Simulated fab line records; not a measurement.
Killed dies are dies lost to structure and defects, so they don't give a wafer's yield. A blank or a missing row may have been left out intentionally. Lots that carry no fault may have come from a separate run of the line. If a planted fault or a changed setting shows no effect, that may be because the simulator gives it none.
Chamber matching -- flow n5 finfet -- N5_BEOL_M13_DEP_53 on pecvd-03 has 3 sister chambers
The step deposits SiCN from 3MS/NH3, target thk 50 nm, time 17.8 s. 3 wafers are shown with their chamber, then 9 later ones without.

WAFERS, EACH WITH ITS CHAMBER
wafer,chamber,throttle valve pct (%)
L089.2,1,18.6
L089.4,0,18.0
L089.6,2,17.7

WAFERS WITH NO CHAMBER GIVEN
wafer,throttle valve pct (%)
L091.1,18.8
L091.2,17.2
L091.4,18.8
L094.2,17.7
L094.3,18.8
L094.5,17.5
L093.1,18.7
L093.5,18.5
L093.6,17.5

THE CHAMBER EACH PASSED THROUGH
wafer,from the rows above,in truth
L091.1,1,1
L091.2,can't be placed: 2 or 0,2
L091.4,1,1
L094.2,can't be placed: 2 or 0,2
L094.3,1,1
L094.5,can't be placed: 2 or 0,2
L093.1,1,1
L093.5,can't be placed: 1 or 0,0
L093.6,can't be placed: 2 or 0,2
4 of 9 placed correctly. Unplaceable from these rows: 5, with the true chamber sitting among the candidates in 5. Number placed wrongly: 0.
How it was worked out, from the rows above alone: a wafer's distance from a chamber is the root of the sum, over the readings, of the square of ((its reading less the chamber's mean) divided by the reading's scatter). The wafer belongs to the nearest chamber; if the next one is less than 2 further off, it can't be placed. For every chamber, the mean is computed from those of its wafers that are shown. The scatter (one wafer shown for each chamber): square how far every hidden wafer sits from the nearest shown wafer, average those squares and take the square root.
